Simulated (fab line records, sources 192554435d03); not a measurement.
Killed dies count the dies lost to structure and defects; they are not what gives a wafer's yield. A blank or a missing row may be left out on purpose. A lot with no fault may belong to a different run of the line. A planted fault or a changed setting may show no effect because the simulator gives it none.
8D (eight disciplines) problem report, filled in by code || flow n5Finfet || the parts of the form that need people (team, actions taken, sign-off) are left out

== 1. THE ISSUE ==
VT_N_LONG at N5_BEOL_M4_RC_MEAS_101 reads a mean of 335.4 mV on 6 wafers of 2 lots; wafers without a fault read 275.2 mV with a standard deviation of 1.9. Relative to the usual mean, that is a shift of +32 standard deviations.
First observed at day 12 00:05: wafer L648.2, on prober-01. At this step, 29 wafers from 10 lots have a number in the record. Rule for "out" (also "out of limits"): further than 4 standard deviations from the usual mean. All remaining wafers that have a number are taken as sound.

== 2. WHAT IT IS, AND WHAT IT ISN'T ==
{"question": "which readings at this step", "is": "VT_N_LONG, IOFF_N, IOFF_N_85C, IOFF_N_LIN, IOFF_N_LONG, ION_N, VT_N, VT_N_LVT", "is not": "DIBL_N, SS_N, VT_P"}
{"question": "which lots", "is": "L648, L651", "is not": "L633, L634, L635, L636, L637, L646, L647, L653"}
{"question": "which wafers of those lots", "is": "all that have a number", "is not": "-"}
{"question": "read on which gauges", "is": "prober-01, prober-02", "is not": "-"}
{"question": "when", "is": "from day 12 00:05", "is not": "up to then (20 sound wafers); but 3 sound wafers of L653 came after"}

== 3. THE SUSPECTS, EACH WITH WHAT RULES IT OUT ==
Counting: a tool at a process step up to the reading stays a suspect if it ran every lot that is out and no sound lot after the first of them.
- the gauge at N5_BEOL_M4_RC_MEAS_101 is ruled out. Those wafers that are out were read across 2 gauges (prober-01, prober-02).
- wetBench-04 at N5_HKMG_FIN_WET_ETCH_18 (etches TiN in SC1, time 55 s, target depth 5.2 nm, rinse time 30 s): kept. Every lot that is out went through it, starting with L648 (day 8 04:20), and after that it ran no sound lot; the last sound lot it ran before then is L647 (day 7 18:28).
Left after counting: wetBench-04 at N5_HKMG_FIN_WET_ETCH_18.

== 4. THE CAUSE (what the simulator had put in) ==
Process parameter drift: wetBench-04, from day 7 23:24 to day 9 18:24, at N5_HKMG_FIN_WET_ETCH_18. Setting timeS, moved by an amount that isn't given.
The count eliminated every tool but this one.

== 5. THE EFFECT CHAIN, in route order ==
Each row: a reading where the mean over the struck wafers with a number is more than 3 standard deviations away from the usual. Only readings for which the record gives a usual standard deviation are gone through. hours: the time from each lot's start at the first step in this table that gives one to its start at this step, as a median over the lots. sigmas: the change in usual standard deviations.
{"hours": 0, "step": "N5_BEOL_M4_RC_MEAS_101", "reading": "IOFF_N", "usual": "0.155 nA/um", "on struck wafers": 0.020, "change": -0.135, "sigmas": -4.6}
{"hours": 0, "step": "N5_BEOL_M4_RC_MEAS_101", "reading": "IOFF_N_85C", "usual": "3.0 nA/um", "on struck wafers": 0.6, "change": -2.4, "sigmas": -5.3}
{"hours": 0, "step": "N5_BEOL_M4_RC_MEAS_101", "reading": "IOFF_N_LIN", "usual": "0.072 nA/um", "on struck wafers": 0.009, "change": -0.063, "sigmas": -5.7}
{"hours": 0, "step": "N5_BEOL_M4_RC_MEAS_101", "reading": "IOFF_N_LONG", "usual": "5.52e-05 nA/um", "on struck wafers": 2.38e-05, "change": -3.14e-05, "sigmas": -11}
{"hours": 0, "step": "N5_BEOL_M4_RC_MEAS_101", "reading": "ION_N", "usual": "672 uA/um", "on struck wafers": 546, "change": -126, "sigmas": -11}
{"hours": 0, "step": "N5_BEOL_M4_RC_MEAS_101", "reading": "VT_N", "usual": "250.4 mV", "on struck wafers": 307.8, "change": "+57.4", "sigmas": "+20"}
{"hours": 0, "step": "N5_BEOL_M4_RC_MEAS_101", "reading": "VT_N_LONG", "usual": "275.2 mV", "on struck wafers": 335.4, "change": "+60.2", "sigmas": "+32"}
{"hours": 0, "step": "N5_BEOL_M4_RC_MEAS_101", "reading": "VT_N_LVT", "usual": "98 mV", "on struck wafers": 156, "change": "+58", "sigmas": "+19"}
{"hours": 102, "step": "N5_PASSIVATION_PROBE_49", "reading": "sort_bin_8_speed", "usual": "0.01 %", "on struck wafers": 91.88, "change": "+91.87", "sigmas": "+99 or more"}
{"hours": 102, "step": "N5_PASSIVATION_PROBE_49", "reading": "sortNPass", "usual": 1074, "on struck wafers": 0, "change": -1074, "sigmas": -60}
{"hours": 102, "step": "N5_PASSIVATION_PROBE_49", "reading": "sortYieldPct", "usual": "91.0 %", "on struck wafers": 0.0, "change": -91.0, "sigmas": -61}
Here are the process steps it includes:
- N5_PASSIVATION_PROBE_49

== 6. HOW IT WOULD HAVE BEEN CAUGHT EARLIER ==
In this record the first reading out of limits at a measuring or inspecting step was taken at day 12 00:05, 97 hours after the fault began at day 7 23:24.
By day 12 00:05, every lot that is out (2) had started N5_HKMG_FIN_WET_ETCH_18 on wetBench-04. None of them would have been spared by holding the tool at that moment.
